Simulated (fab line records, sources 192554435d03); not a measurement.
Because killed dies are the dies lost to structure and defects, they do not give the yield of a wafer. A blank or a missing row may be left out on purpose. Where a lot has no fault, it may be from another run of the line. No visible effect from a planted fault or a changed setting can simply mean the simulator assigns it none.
Matching of chambers -- flow n5_finfet -- 4 sister chambers for N5_HKMG_FIN_ALD_21 on ald_metal-03
The step deposits TiN, target thk 1.5 nm, pulse time 1 s, purge time 3 s. 8 wafers are shown with their chamber, then 9 later ones without.

WAFERS PAIRED WITH THEIR CHAMBERS
wafer,chamber,heater_power_w (W),precursor_pulse_height_rel
L076.5,0,1029,0.984
L085.1,1,916,0.972
L085.4,0,1015,0.987
L086.4,3,796,0.961
L086.5,2,648,1.006
L091.2,3,797,1.031
L091.3,1,917,1.028
L091.4,2,657,0.974

WAFERS WITH NO CHAMBER GIVEN
wafer,heater_power_w (W),precursor_pulse_height_rel
L092.2,1029,1.000
L092.5,648,1.014
L092.6,920,0.998
L093.1,656,0.986
L093.3,1047,0.994
L093.4,792,1.006
L096.3,666,0.993
L096.4,649,1.008
L096.5,1038,0.976

WHICH CHAMBER EACH WENT THROUGH
wafer,from the rows above,in truth
L092.2,0,0
L092.5,2,2
L092.6,1,1
L093.1,2,2
L093.3,0,0
L093.4,3,3
L096.3,2,2
L096.4,2,2
L096.5,0,0
Correct placement for 9 of the 9. Not placeable from these rows: 0. Number placed wrongly: 0.
How it was worked out, from the rows above alone: a wafer's distance from a chamber is the root of the sum, over the readings, of the square of ((its reading less the chamber's mean) divided by the reading's scatter). If the next closest chamber is less than 2 further off than the closest, the wafer can't be placed; otherwise it belongs to the closest. Each chamber's mean is taken over the wafers shown for it. The scatter: the root of (the sum of the squares of (reading less its chamber's mean) over the shown wafers, divided by (wafers less chambers)).
